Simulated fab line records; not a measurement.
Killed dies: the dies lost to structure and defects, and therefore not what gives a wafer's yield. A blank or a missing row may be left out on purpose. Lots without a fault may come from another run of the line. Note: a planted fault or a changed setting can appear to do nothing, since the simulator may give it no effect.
Code-filled problem report in 8D (eight disciplines) form ; flow nandHarc ; the parts of the form that need people (team, actions taken, sign-off) are left out

## 1. THE ISSUE
Wafers without a fault read 3.5, standard deviation 2.2; killedAtPeriphery at NHARC_END_SORT_01 reads a mean of 96.4 on 9 wafers belonging to 3 lots. That is +42 standard deviations from the usual mean.
Earliest sighting: wafer L636.1 on prober-02 at day 31 20:43. The record holds 15 wafers of 5 lots with a number at this step. The rule behind "out" and "out of limits": a value lying over 4 standard deviations away from the usual mean. The other wafers with a number count as sound.

## 2. WHAT IT IS, AND WHAT IT ISN'T
question;is;is not
which readings at this step;killedAtPeriphery;killedAtArray, killedAtOther, killedOpen, killedShort
which lots;L636, L637, L638;L623, L627
which wafers of those lots;all that have a number;-
read on which gauges;prober-01, prober-02;-
when;from day 31 20:43;up to then (6 sound wafers)

## 3. SUSPECTS, AND WHAT RULES EACH OUT
Counting: any tool at a process step up to the reading is kept as a suspect provided that every lot that is out went through it and no sound lot did after the first of them.
- the gauge at NHARC_END_SORT_01 has been ruled out. Those wafers that are out were read across 2 gauges (prober-01, prober-02).
- pecvd-03 at NHARC_P_CONTACT_DEP_00 (deposits SiO2, target thk 500 nm): kept. It ran every lot that is out, first L636 (day 13 17:37), and no sound lot after that.
After counting, what remains is pecvd-03 at NHARC_P_CONTACT_DEP_00.

## 4. THE CAUSE (what the simulator had put in)
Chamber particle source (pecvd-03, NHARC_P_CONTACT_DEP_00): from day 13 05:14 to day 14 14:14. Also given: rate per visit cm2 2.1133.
Counting left only this tool.

## 5. SEQUENCE OF EFFECTS, ordered by route
Rows list readings where the struck wafers' mean (over those with a number) sits beyond 3 standard deviations from the usual. Only readings for which the record gives a usual standard deviation are gone through. hours: the time from each lot's start at the first step in this table that gives one to its start at this step, as a median over the lots. sigmas: the change in usual standard deviations.
hours;step;reading;usual;on struck wafers;change;sigmas
0;NHARC_END_SORT_01;killedAtPeriphery;3.5;96.4;+92.9;+42
0;NHARC_END_SORT_01;killedDies;62;143;+81;+4.5

## 6. HOW IT WOULD HAVE BEEN CAUGHT EARLIER
Counted from the fault's start at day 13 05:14, it took 447 hours until the first out-of-limits reading at a measuring or inspecting step in this record, taken at day 31 20:43.
No tool reading at NHARC_P_CONTACT_DEP_00 that has a usual standard deviation in the record was out on any struck wafer, so an alarm limit of 4 standard deviations on those readings would not have fired.
Lots out: 3; all had begun NHARC_P_CONTACT_DEP_00 on pecvd-03 by day 31 20:43. Tool hold at that time: it would have spared none of them.
